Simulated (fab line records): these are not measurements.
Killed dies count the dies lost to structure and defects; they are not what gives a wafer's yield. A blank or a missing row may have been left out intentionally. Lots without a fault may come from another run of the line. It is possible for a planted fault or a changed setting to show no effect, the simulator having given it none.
Struck lot and sound lot, side by side || flow n5Finfet || 14 steps out of a route of 1938
Sound: the wafers L979.1, L979.2, L979.3. Wafers struck: L992.4, L992.5, L992.6. The cause is given at the end.
At each step with rows: each side's tool, then ch and its chambers, then its first start. Under that, the readings that differ: sound wafers || struck wafers || difference of the means || sigmas: that difference in standard deviations of wafers without a fault.
alike: words and numbers the same on both sides, and readings whose means are apart by under 2 such deviations; not compared: readings that were withheld, readings missing a value for some wafer, numbers with overlapping values and no deviation given by the record, and bounds like >300 which may hide the same value.
Wherever a step has rows on one side only, a row that says differs or no value, or a row with sigmas, the two part there. Numbers that have no deviation but don't overlap get no sigmas and don't part them. Lack of a reading on every wafer of one side parts them only where that side has two or more wafers.

N5_MIM_TOP_LITHO_OVL_MEAS_11:
  sound on overlay-01 ch 0, day 14 12:47; struck on overlay-01 ch 0, day 21 13:49
  alike: MIM_TOP_OVL
N5_MIM_TOP_LITHO_INSPECT_12: inspects for defects (macro).
  sound on defectInspect-02 at day 14 12:49; struck on defectInspect-01 at day 21 13:50
  alike: rawDefectCount
N5_MIM_TOP_LITHO_DESCUM_10: chemistry O2, time 7.9 s.
  sound on rieDiel-05 ch 0,1,2, day 14 12:51; struck on rieDiel-04 ch 2,3, day 21 13:52
  alike: drypumpMotorCurrentA, o2FlowSccm, oesProductAu, rfVppV, showerheadPlenumPTorr, throttleValvePct
  not compared: rfHoursCounterH
N5_MIM_TOP_ETCH_ETCH_00: etches TiN in Cl2/BCl3, target depth 38.5 nm.
  sound on rieMetal-03 ch 0,1, day 14 12:56; struck on rieMetal-01 ch 0,1, day 21 14:00
  alike: drypumpMotorCurrentA, mfcCl2Sccm, oesProductAu, throttleValvePct
  not compared: rfHoursCounterH
N5_MIM_TOP_ETCH_STRIP_01: strips in O2.
  sound on rieDiel-03 ch 0,1,2, day 14 13:05; struck on rieDiel-03 ch 0,1,3, day 21 14:06
  alike: drypumpMotorCurrentA, o2FlowSccm, oesProductAu, rfVppV, showerheadPlenumPTorr, throttleValvePct
  not compared: rfHoursCounterH
N5_MIM_TOP_ETCH_PECVD_03: deposits SiNx from SiH4/NH3/N2, target thk 20 nm, time 17.6 s.
  sound on pecvd-02 ch 0,1,2, day 14 13:08; struck on pecvd-03 ch 0,1, day 21 14:11
  alike: heaterPowerOuterW, heaterPowerW, showerheadPlenumPTorr, throttleValvePct
then, 6 steps without rows for these wafers: N5_MIM_BOT_LITHO_HMDS_01 (time 60 s); N5_MIM_BOT_LITHO_COAT_02; N5_MIM_BOT_LITHO_EBR_04; N5_MIM_BOT_LITHO_SOFTBAKE_03 (time 90 s); N5_MIM_BOT_LITHO_EXPOSE_05 (exposes mask MIM BOT); N5_MIM_BOT_LITHO_PEB_06.
N5_MIM_BOT_LITHO_DEVELOP_07: develop time 60 s.
  struck on lithoTrack-05, day 21 14:26; sound on lithoTrack-05 ch 0, day 14 13:31
  no value came back on the struck wafers for chillPlateTempC (C), developTimeS (s); on the sound wafers chillPlateTempC (C) reads 23.12 23.00 22.96
  not compared: model.coat_of_MIM_BOT_LITHO_COAT_02.thkNm
then, 1 step without rows for these wafers: N5_MIM_BOT_LITHO_HARDBAKE_09 (time 120 s).

== WHERE THEY PART ==
Within this record, at N5_MIM_BOT_LITHO_DEVELOP_07 only.

WHY: what the simulator had put in
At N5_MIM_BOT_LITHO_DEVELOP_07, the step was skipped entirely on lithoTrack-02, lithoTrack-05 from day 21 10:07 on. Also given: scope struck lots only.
